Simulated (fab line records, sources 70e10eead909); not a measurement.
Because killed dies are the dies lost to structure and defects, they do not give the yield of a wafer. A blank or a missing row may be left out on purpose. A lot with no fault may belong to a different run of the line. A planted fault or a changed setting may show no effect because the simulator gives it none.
fab line records    flow nandHarc    part 1 of 2: steps 1 to 3 of 6
[record] lots = 21  wafers = 63  lastDay = 34
route steps=1302 shown P_ZERO_WELL@19 P_GATE@144
lots with no fault: from the same line, run without faults
startH: start of the lot's first displayed wafer, in hours after the record's first day    waitH: how many hours have passed since the lot's step before this one    " the same as in the row above    L1.1+2: a row that stands for several wafers    - either no value or no given start    * or withheld: withheld    < > ~ a bound
route shown NAME@n: a module of which the file shows steps, and the number in the route of the first    usual: mean/standard deviation of fault-free wafers    same: alike in all rows    chamber/n: place in a boat    sites: each site's reading    _std_site: standard deviation across them    _edge_site: mean of outer sites minus mean of inner sites    radiusMm: for every site, how far away it sits from the centre of the wafer    mask NAME#n: copy n    behind: the tool/chamber that last shaped the wafer    hold: what put the lot on hold/how long, in hours/how the hold closed    device: whichever transistor did not switch (one of n, p or np)    end of line: at the end of the route, the tests of the same wafers    step lacking rows: just its recipe    killed: the dies lost at the first sort to structure and to defects; this is not the yield of the wafer    map: dies across one wafer; x = killed, . = not, _ = none there
set.NAME: the setting the step ran with; set.NAME@STEP: the setting that earlier step ran with    model.NAME: the simulator's own value behind a step, which no gauge read
the route's steps for a sample of lots (tables are steps, rows are wafers)
services: when a tool's chamber went out of use (startH, in hours from the record's first day, below 0 if earlier), for how many hours, and the reason
[[steps]]
[step NHARC_P_ZERO_WELL_ETCH_63]
[recipe] targetDepthA = 1200  timeS = 40.1  hbrFlowSccm = 150  cl2FlowSccm = 50  rfW = 400  icpW = 400  biasW = 100  chemistry = HBr/Cl2
[usual] drypumpMotorCurrentA = 5.7/0.47  oesProductAu = 1.001/0.0083  throttleValvePct = 26.406/0.0087
lot.wafer  tool      chamber  startH  waitH  drypumpMotorCurrentA  oesProductAu  rfHoursCounterH  throttleValvePct
L074.2     rieSi-02  2        22.02   -      6.6                   1.028         0.6              26.395
L074.6     "         3        "       "      5.4                   1.003         -                26.391
L074.5     "         0        "       "      6.0                   1.016         -                26.410
L075.2     rieSi-04  3        31.65   -      6.5                   1.002         0.2              26.401
L075.1     "         2        "       "      5.2                   0.986         0.1              26.414
L075.5     "         3        "       "      6.5                   0.989         -                26.397
L076.4     rieSi-03  1        41.52   -      5.9                   1.017         0.9              26.407
L076.3     "         2        "       "      5.7                   0.993         1.0              26.418
L076.1     "         3        "       "      5.6                   0.995         1.3              26.411
L077.4     rieSi-04  2        51.88   -      5.2                   1.002         0.2              26.404
L077.1     "         0        "       "      5.3                   1.006         0.2              26.412
L077.5     "         2        "       "      5.1                   1.000         -                26.403
L078.1     rieSi-03  1        62.54   -      5.9                   0.994         0.1              26.415
L078.2     "         0        "       "      5.8                   0.999         0.1              26.389
L078.5     "         1        "       "      5.9                   0.997         -                26.400
L079.2     rieSi-04  2        71.66   -      5.1                   1.005         0.3              26.412
L079.5     "         2        "       "      5.2                   1.008         -                26.396
L079.6     "         3        "       "      6.5                   1.012         -                26.424
L081.1     rieSi-04  3        91.65   -      6.5                   1.000         0.6              26.409
L081.2     "         0        "       "      5.3                   1.008         0.5              26.409
L081.4     "         2        "       "      5.2                   1.007         0.6              26.405
L082.2     rieSi-03  3        101.78  -      5.6                   0.991         0.3              26.399
L082.3     "         1        "       "      5.9                   1.001         0.2              26.405
L082.5     "         3        "       "      5.6                   0.990         -                26.415
L083.2     rieSi-02  0        111.84  -      6.0                   0.996         0.0              26.399
L083.6     "         1        "       "      6.4                   0.989         -                26.401
L083.5     "         2        "       "      6.6                   1.010         -                26.407
L085.2     rieSi-03  2        131.65  -      5.7                   0.995         0.5              26.412
L085.1     "         1        "       "      6.0                   1.000         0.4              26.412
L085.6     "         3        "       "      5.6                   1.003         -                26.394
L086.4     rieSi-02  3        142.23  -      5.4                   0.990         0.2              26.419
L086.5     "         1        "       "      6.4                   0.996         -                26.410
L086.6     "         2        "       "      6.6                   0.995         -                26.408
L087.1     rieSi-04  3        151.60  -      6.5                   1.002         0.9              26.394
L087.3     "         1        "       "      5.1                   1.024         0.8              26.403
L087.5     "         0        "       "      5.3                   1.007         -                26.407
L088.3     rieSi-04  1        161.65  -      5.1                   1.016         0.8              26.406
L088.1     "         3        "       "      6.5                   1.006         0.9              26.402
L088.6     "         1        "       "      5.1                   1.008         -                26.404
L089.3     rieSi-03  3        171.86  -      5.6                   0.996         0.8              26.409
L089.5     "         0        "       "      5.8                   0.999         -                26.412
L089.6     "         1        "       "      5.9                   1.001         -                26.411
L090.1     rieSi-03  3        181.65  -      5.6                   0.991         0.9              26.415
L090.3     "         0        "       "      5.8                   0.995         0.8              26.406
L090.5     "         0        "       "      5.8                   0.988         -                26.409
L091.1     rieSi-03  2        191.68  -      5.7                   0.986         0.8              26.414
L091.3     "         3        "       "      5.7                   0.983         1.0              26.396
L091.6     "         1        "       "      5.9                   1.011         -                26.408
L092.4     rieSi-04  2        201.68  -      5.2                   0.999         0.1              26.398
L092.3     "         3        "       "      6.5                   1.006         0.1              26.382
L092.6     "         1        "       "      5.1                   1.001         -                26.418
L093.1     rieSi-02  3        212.17  -      5.4                   0.984         0.6              26.402
L093.4     "         0        "       "      6.0                   0.998         0.6              26.409
L093.6     "         3        "       "      5.4                   0.984         -                26.418
L095.1     rieSi-03  0        231.77  -      5.8                   1.004         0.0              26.407
L095.4     "         2        "       "      5.7                   0.996         0.0              26.403
L095.5     "         1        "       "      5.9                   1.002         -                26.422
L096.2     rieSi-03  2        241.60  -      5.8                   0.992         0.1              26.402
L096.3     "         3        "       "      5.6                   1.005         0.0              26.407
L096.5     "         0        "       "      5.8                   0.997         -                26.389
L097.4     rieSi-04  3        251.74  -      6.5                   1.008         0.4              26.410
L097.2     "         1        "       "      5.1                   1.003         0.4              26.421
L097.5     "         0        "       "      5.3                   1.000         -                26.403
[step NHARC_P_GATE_DESCUM_31]
[recipe] timeS = 3  o2FlowSccm = 200  arFlowSccm = 0  biasPowerW = 0  chemistry = O2
[usual] drypumpMotorCurrentA = 5.6/0.38  mfcArSccm = 0.015/0.017  oesProductAu = 0.994/0.009  rfVppV = 57.8/0.93  showerheadPlenumPTorr = 1.88/0.072  throttleValvePct = 11.312/0.009
lot.wafer  tool        chamber  startH  waitH  drypumpMotorCurrentA  mfcArSccm  oesProductAu  rfHoursCounterH  rfVppV  showerheadPlenumPTorr  throttleValvePct
L074.2     rieDiel-09  2        98.70   0.1    5.0                   0.030      1.010         8                57.9    1.82                   11.330
L074.6     "           1        "       "      4.8                   0          1.002         -                58.9    1.81                   11.310
L074.5     "           2        "       "      5.0                   0.030      1.002         -                57.0    1.82                   11.301
L075.2     rieDiel-04  2        109.11  0.1    5.3                   0.003      0.987         4                56.5    1.82                   11.324
L075.1     "           0        "       "      5.8                   0.022      1.002         6                57.1    2.01                   11.313
L075.5     "           1        "       "      5.5                   0          0.983         -                56.3    1.82                   11.320
L076.1     rieDiel-03  2        121.83  0.1    5.9                   0.032      0.999         0                58.7    1.94                   11.297
L076.4     "           3        "       "      6.1                   0.011      0.993         0                59.8    1.82                   11.312
L076.3     "           1        "       "      6.1                   0.039      0.982         0                56.7    1.92                   11.306
L077.1     rieDiel-03  0        124.83  0.1    5.5                   0          0.987         0                58.3    1.95                   11.310
L077.4     "           2        "       "      5.9                   0.032      0.994         0                59.2    1.94                   11.295
L077.5     "           0        "       "      5.5                   0          0.993         -                59.3    1.95                   11.307
L078.2     rieDiel-04  1        143.50  0.1    5.6                   0          0.983         6                57.7    1.82                   11.296
L078.1     "           3        "       "      5.5                   0          0.992         8                57.7    1.84                   11.325
L078.5     "           2        "       "      5.3                   0.003      0.992         -                56.8    1.82                   11.316
L079.2     rieDiel-03  3        147.96  0.1    6.1                   0.011      0.995         2                57.5    1.82                   11.313
L079.6     "           3        "       "      6.1                   0.011      1.004         -                57.0    1.82                   11.313
L079.5     "           0        "       "      5.5                   0          0.992         -                58.8    1.95                   11.314
L081.4     rieDiel-09  2        171.04  0.1    5.0                   0.030      0.999         1                57.2    1.82                   11.305
L081.2     "           3        "       "      5.7                   0          0.998         1                58.4    1.87                   11.324
L081.1     "           0        "       "      5.8                   0.045      0.988         1                58.1    1.98                   11.299
L082.3     rieDiel-03  2        178.38  0.1    6.0                   0.032      1.000         3                57.9    1.94                   11.311
L082.2     "           1        "       "      6.0                   0.039      0.986         3                57.1    1.92                   11.322
L082.5     "           2        "       "      6.0                   0.032      0.997         -                59.2    1.94                   11.315
L083.2     rieDiel-04  3        188.49  0.1    5.4                   0          0.983         0                57.0    1.84                   11.299
L083.5     "           3        "       "      5.4                   0          0.987         -                57.0    1.84                   11.311
L083.6     "           0        "       "      5.8                   0.022      0.996         -                60.1    2.01                   11.310
L085.2     rieDiel-04  3        211.48  0.1    5.5                   0          0.984         1                56.9    1.84                   11.319
L085.1     "           2        "       "      5.3                   0.003      1.004         1                56.9    1.82                   11.305
L085.6     "           3        "       "      5.5                   0          0.984         -                57.8    1.84                   11.317
L086.4     rieDiel-03  3        211.91  0.1    6.2                   0.011      0.993         6                57.4    1.82                   11.315
L086.5     "           2        "       "      5.9                   0.032      1.005         -                60.0    1.94                   11.315
L086.6     "           3        "       "      6.1                   0.011      0.995         -                57.5    1.81                   11.314
L087.1     rieDiel-09  2        231.63  0.1    5.1                   0.030      0.999         5                58.3    1.82                   11.315
L087.3     "           0        "       "      5.8                   0.045      0.985         5                57.3    1.98                   11.293
L087.5     "           2        "       "      5.0                   0.030      0.994         -                58.2    1.82                   11.319
L089.3     rieDiel-09  2        242.66  0.1    5.0                   0.030      1.013         6                58.0    1.82                   11.312
L089.6     "           0        "       "      5.9                   0.045      0.997         -                57.2    1.98                   11.311
L089.5     "           1        "       "      4.8                   0          0.993         -                58.2    1.81                   11.324
L088.3     rieDiel-09  2        244.33  0.1    5.0                   0.030      1.010         6                58.7    1.82                   11.312
L088.1     "           3        "       "      5.7                   0          1.006         5                56.2    1.87                   11.336
L088.6     "           2        "       "      5.1                   0.030      0.995         -                57.0    1.82                   11.323
L090.1     rieDiel-04  2        262.59  0.1    5.3                   0.003      1.000         4                58.1    1.82                   11.299
L090.3     "           0        "       "      5.8                   0.022      1.023         5                57.6    2.01                   11.305
L090.5     "           0        "       "      5.8                   0.022      1.023         -                58.1    2.01                   11.312
L091.1     rieDiel-03  0        266.38  0.1    5.5                   0          0.980         11               58.2    1.95                   11.305
L091.3     "           2        "       "      6.0                   0.032      0.998         8                57.2    1.94                   11.304
L091.6     "           1        "       "      6.1                   0.039      0.989         -                58.3    1.92                   11.306
L092.4     rieDiel-03  0        277.45  0.1    5.5                   0          1.000         11               56.6    1.95                   11.312
L092.3     "           2        "       "      6.0                   0.032      1.000         8                56.1    1.94                   11.304
L092.6     "           0        "       "      5.4                   0          0.989         -                58.5    1.95                   11.308
L093.1     rieDiel-04  3        284.10  0.1    5.5                   0          1.001         5                58.1    1.84                   11.315
L093.4     "           1        "       "      5.5                   0          0.984         4                56.6    1.81                   11.314
L093.6     "           3        "       "      5.4                   0          0.987         -                58.9    1.84                   11.321
L095.1     rieDiel-04  1        307.19  0.1    5.6                   0          0.994         5                55.9    1.81                   11.307
L095.4     "           2        "       "      5.3                   0.003      1.003         5                58.3    1.82                   11.327
L095.5     "           0        "       "      5.8                   0.022      1.004         -                58.4    2.01                   11.311
L096.3     rieDiel-09  1        315.58  0.1    4.8                   0          0.987         10               58.1    1.81                   11.314
L096.2     "           2        "       "      5.0                   0.030      0.987         10               55.9    1.82                   11.318
L096.5     "           0        "       "      5.8                   0.045      0.998         -                56.9    1.98                   11.319
L097.4     rieDiel-03  3        330.64  0.1    6.1                   0.011      0.996         2                57.0    1.81                   11.305
L097.2     "           1        "       "      6.1                   0.039      0.989         2                56.9    1.92                   11.315
L097.5     "           2        "       "      6.0                   0.032      0.998         -                57.5    1.94                   11.327
[step NHARC_P_GATE_ETCH_104]
[recipe] targetDepthA = 600  timeS = withheld  cf4FlowSccm = 100  chf3FlowSccm = 30  arFlowSccm = 0  rfW = 500  biasW = 200  chemistry = CF4/CHF3
[usual] drypumpMotorCurrentA = 5.6/0.38  mfcArSccm = 0.016/0.017  oesProductAu = 0.940/0.023  rfVppV = 369.8/2  showerheadPlenumPTorr = 1.55/0.056  throttleValvePct = 16.802/0.0099
lot.wafer  tool        chamber  startH  waitH  drypumpMotorCurrentA  mfcArSccm  oesProductAu  rfVppV  showerheadPlenumPTorr  throttleValvePct
L074.2     rieDiel-09  3        98.79   0.1    5.7                   0          0.932         368.6   1.54                   16.789
L074.5     "           0        "       "      5.9                   0.045      0.945         373.1   1.63                   16.805
L074.6     "           1        "       "      4.8                   0          0.929         368.3   1.49                   16.792
L075.1     rieDiel-04  1        109.19  0.1    5.5                   0          0.912         368.7   1.50                   16.834
L075.2     "           2        "       "      5.3                   0.003      0.915         369.3   1.50                   16.806
L075.5     "           2        "       "      5.3                   0.003      0.916         369.9   1.50                   16.791
L076.1     rieDiel-03  2        121.92  0.1    6.0                   0.032      0.950         371.1   1.60                   16.791
L076.4     "           0        "       "      5.4                   0          0.964         371.7   1.60                   16.792
L076.3     "           1        "       "      6.1                   0.039      0.966         370.5   1.58                   16.802
L077.1     rieDiel-03  0        124.91  0.1    5.5                   0          0.952         371.9   1.60                   16.799
L077.4     "           1        "       "      6.0                   0.039      0.947         370.2   1.58                   16.809
L077.5     "           1        "       "      6.1                   0.039      0.952         371.3   1.58                   16.797
L078.2     rieDiel-04  3        143.59  0.1    5.4                   0          0.985         369.8   1.52                   16.806
L078.1     "           2        "       "      5.3                   0.003      0.965         367.9   1.50                   16.794
L078.5     "           3        "       "      5.4                   0          0.984         367.8   1.52                   16.814
L079.2     rieDiel-03  0        148.05  0.1    5.5                   0          0.936         370.7   1.60                   16.801
L079.5     "           2        "       "      5.9                   0.032      0.976         371.6   1.60                   16.799
L079.6     "           3        "       "      6.1                   0.011      0.943         368.2   1.50                   16.811
L081.4     rieDiel-09  2        171.13  0.1    5.0                   0.030      0.928         368.2   1.50                   16.817
L081.2     "           0        "       "      5.9                   0.045      0.911         372.7   1.63                   16.807
L081.1     "           1        "       "      4.8                   0          0.908         367.1   1.49                   16.801
L082.3     rieDiel-03  0        178.47  0.1    5.5                   0          0.926         371.4   1.60                   16.794
L082.2     "           1        "       "      6.1                   0.039      0.928         371.2   1.58                   16.820
L082.5     "           3        "       "      6.1                   0.011      0.922         368.5   1.50                   16.807
L083.2     rieDiel-04  2        188.58  0.1    5.3                   0.003      0.965         368.5   1.50                   16.802
L083.5     "           0        "       "      5.8                   0.022      0.960         374.0   1.65                   16.806
L083.6     "           1        "       "      5.6                   0          0.962         367.3   1.50                   16.798
L085.2     rieDiel-04  1        211.56  0.1    5.6                   0          0.915         368.3   1.50                   16.773
L085.1     "           3        "       "      5.4                   0          0.901         369.1   1.52                   16.807
L085.6     "           1        "       "      5.5                   0          0.917         368.5   1.50                   16.793
L086.4     rieDiel-03  2        211.99  0.1    6.0                   0.032      0.930         370.1   1.60                   16.792
L086.5     "           2        "       "      5.9                   0.032      0.934         372.1   1.60                   16.811
L086.6     "           3        "       "      6.1                   0.011      0.929         366.3   1.50                   16.814
L087.3     rieDiel-09  2        231.71  0.1    5.0                   0.030      0.920         368.9   1.50                   16.814
L087.1     "           3        "       "      5.7                   0          0.916         369.9   1.54                   16.792
L087.5     "           1        "       "      4.8                   0          0.917         368.3   1.49                   16.801
L089.3     rieDiel-09  0        242.73  0.1    5.8                   0.045      0.919         372.5   1.63                   16.806
L089.5     "           0        "       "      5.8                   0.045      0.915         372.6   1.63                   16.793
L089.6     "           1        "       "      4.8                   0          0.908         367.9   1.49                   16.815
L088.1     rieDiel-09  1        244.41  0.1    4.8                   0          0.916         367.8   1.49                   16.804
L088.3     "           2        "       "      5.0                   0.030      0.925         367.8   1.50                   16.818
L088.6     "           0        "       "      5.9                   0.045      0.919         371.9   1.63                   16.794
L090.3     rieDiel-04  0        262.68  0.1    5.8                   0.022      0.941         373.3   1.65                   16.822
L090.1     "           1        "       "      5.6                   0          0.921         367.4   1.50                   16.786
L090.5     "           2        "       "      5.3                   0.003      0.925         369.3   1.50                   16.797
L091.1     rieDiel-03  1        266.48  0.1    6.0                   0.039      0.931         370.3   1.58                   16.802
L091.3     "           0        "       "      5.4                   0          0.933         370.9   1.60                   16.801
L091.6     "           0        "       "      5.5                   0          0.949         371.3   1.60                   16.817
L092.3     rieDiel-03  2        277.53  0.1    5.9                   0.032      0.920         370.3   1.59                   16.806
L092.4     "           0        "       "      5.5                   0          0.912         372.1   1.60                   16.808
L092.6     "           1        "       "      6.1                   0.039      0.912         371.1   1.58                   16.808
L093.4     rieDiel-04  2        284.19  0.1    5.3                   0.003      0.981         366.5   1.50                   16.806
L093.1     "           3        "       "      5.4                   0          0.957         369.0   1.51                   16.811
L093.6     "           2        "       "      5.3                   0.003      0.968         368.8   1.50                   16.796
L095.4     rieDiel-04  2        307.26  0.1    5.3                   0.003      0.977         368.6   1.50                   16.800
L095.1     "           0        "       "      5.8                   0.022      0.967         372.6   1.65                   16.805
L095.5     "           2        "       "      5.3                   0.003      0.961         368.8   1.50                   16.806
L096.3     rieDiel-09  1        315.65  0.1    4.8                   0          0.969         368.9   1.49                   16.820
L096.2     "           2        "       "      5.0                   0.030      0.963         367.2   1.50                   16.805
L096.5     "           2        "       "      5.0                   0.030      0.972         369.6   1.50                   16.827
L097.4     rieDiel-03  1        330.72  0.1    6.1                   0.039      0.975         371.7   1.58                   16.804
L097.2     "           2        "       "      5.9                   0.032      0.944         371.1   1.59                   16.783
L097.5     "           1        "       "      6.1                   0.039      0.963         371.2   1.58                   16.801
